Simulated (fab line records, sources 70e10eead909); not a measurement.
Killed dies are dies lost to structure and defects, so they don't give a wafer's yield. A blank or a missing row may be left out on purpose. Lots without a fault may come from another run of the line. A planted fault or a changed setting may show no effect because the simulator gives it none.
Chamber matching | flow nand_harc | NHARC_A_M1_PRE_CLEAN_32 on pecvd-04: 3 sister chambers
The step time 12 s. 6 wafers are shown with their chamber, then 8 later ones without.

WAFERS WITH THEIR CHAMBER
wafer  | chamber | heater_power_w (W)
L084.5 | 0       | 630
L084.6 | 2       | 638
L089.3 | 2       | 616
L089.5 | 0       | 576
L089.6 | 1       | 574
L088.4 | 1       | 572

WAFERS WITHOUT THEIR CHAMBER
wafer  | heater_power_w (W)
L088.5 | 672
L088.6 | 555
L095.2 | 560
L095.3 | 650
L095.5 | 649
L096.1 | 605
L096.2 | 556
L096.3 | 658

WHICH CHAMBER EACH WENT THROUGH
wafer  | from the rows above          | in truth
L088.5 | can't be placed: 2 or 0      | 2
L088.6 | can't be placed: 1 or 0      | 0
L095.2 | can't be placed: 1 or 0      | 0
L095.3 | can't be placed: 2 or 0      | 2
L095.5 | can't be placed: 2 or 0      | 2
L096.1 | can't be placed: 0 or 2 or 1 | 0
L096.2 | can't be placed: 1 or 0      | 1
L096.3 | can't be placed: 2 or 0      | 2
Placed correctly: 0 of 8. Can't be placed from these rows: 8 (the true chamber is among the candidates in 8). Placed wrongly: 0.
How it was worked out, from the rows above alone: a wafer's distance from a chamber is the root of the sum, over the readings, of the square of ((its reading less the chamber's mean) divided by the reading's scatter). The wafer belongs to the nearest chamber; if the next one is less than 2 further off, it can't be placed. A chamber's mean is the mean of its shown wafers. The scatter: the root of (the sum of the squares of (reading less its chamber's mean) over the shown wafers, divided by (wafers less chambers)).
